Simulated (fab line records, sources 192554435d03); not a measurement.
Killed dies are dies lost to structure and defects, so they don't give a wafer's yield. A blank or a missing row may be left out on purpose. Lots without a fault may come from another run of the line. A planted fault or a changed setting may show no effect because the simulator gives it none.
Split-lot experiment | flow n5_finfet | 7 lots, 21 wafers read, on a route of 1938 steps

THE SPLIT
At N5_FIN_SAQP_ETCH_65 (etches SiO2 in CF4, target depth 4 nm, time 4.4 s), the setting time_s was moved away from the recipe's 4.4 s on 10 of the 21 wafers read, by -15.3% to +21.8%. The other wafers ran this setting at the recipe's value.

The reading is taken at the split's own step.

THE READING
etch.depth_nm (the simulator's own value, which no gauge read), in nm, at N5_FIN_SAQP_ETCH_65 (etches SiO2 in CF4, target depth 4 nm, time 4.4 s). The file gives no usual value for it. The 11 wafers here that ran the recipe average 3.954 nm, standard deviation 0.14 nm.

wafer  | tool, chamber at the split | time_s as run, s | against the recipe | etch.depth_nm, nm | against lot-mates on the recipe
L074.1 | rie_si-01, 0               | 4.914            | +11.7%             | 4.244             | no lot-mate on the recipe
L074.3 | rie_si-01, 3               | 4.914            | +11.7%             | 4.528             | no lot-mate on the recipe
L074.5 | rie_si-01, 2               | 4.914            | +11.7%             | 4.184             | no lot-mate on the recipe
L076.1 | rie_si-02, 1               | 4.4              | recipe             | 3.74              | -
L076.4 | rie_si-02, 2               | 4.4              | recipe             | 4.087             | -
L076.6 | rie_si-02, 3               | 4.835            | +9.9%              | 4.386             | +0.473
L077.1 | rie_si-01, 0               | 4.4              | recipe             | 3.795             | -
L077.2 | rie_si-01, 1               | 3.728            | -15.3%             | 3.423             | -0.372
L077.4 | rie_si-01, 3               | 3.728            | -15.3%             | 3.457             | -0.338
L079.1 | rie_si-02, 2               | 4.4              | recipe             | 3.994             | -
L079.2 | rie_si-02, 0               | 4.4              | recipe             | 4.077             | -
L079.6 | rie_si-02, 2               | 5.07             | +15.2%             | 4.681             | +0.646
L083.1 | rie_si-03, 3               | 3.997            | -9.2%              | 3.486             | -0.558
L083.2 | rie_si-03, 2               | 3.997            | -9.2%              | 3.665             | -0.379
L083.5 | rie_si-03, 0               | 4.4              | recipe             | 4.044             | -
L086.2 | rie_si-03, 1               | 4.4              | recipe             | 3.894             | -
L086.3 | rie_si-03, 2               | 4.4              | recipe             | 4.062             | -
L086.6 | rie_si-03, 0               | 4.4              | recipe             | 4.11              | -
L087.1 | rie_si-02, 3               | 4.4              | recipe             | 3.987             | -
L087.3 | rie_si-02, 1               | 4.4              | recipe             | 3.704             | -
L087.6 | rie_si-02, 0               | 5.361            | +21.8%             | 4.961             | +1.115

THE FIT
A straight line over all 21 wafers: etch.depth_nm changes by +0.0392 nm for each +1% of time_s; r = +0.94; the points scatter about the line by 0.14 nm.
The same after taking each lot's own level away (the mean of its wafers on the recipe; 18 wafers): +0.0405 nm for each +1%; r = +0.94; scatter 0.15 nm.
On that fit, the largest move of time_s shifts the reading by 0.88 nm.
The lots' own levels span 3.7950 to 4.0440 nm, that is 1.8 times the standard deviation above.
So the lot-to-lot level changes the slope little: the two slopes agree.
Check: with one of the wafers moved furthest among these (+21.8%) left out of the fit, the line predicts +0.797 nm for it against its lot-mates. It came out at +1.12 nm against them.

OTHER SPLITS ON THESE WAFERS
These wafers also went through other splits before the reading. Each is held against what the fit with the lots' levels taken away leaves over:
other split on the same wafers           | wafers away from the commonest value | r with etch.depth_nm (lot level and that fit taken away)
N5_PMOS_HMC_CHANNEL_EPI_COAT_31 spin_rpm | 6                                    | +0.14
N5_PMOS_HMC_CHANNEL_EPI_COAT_03 spin_rpm | 6                                    | +0.30

THE FILE'S OWN FIT
etch.depth_nm changes by +0.0432 nm for each +1% of time_s, r = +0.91.
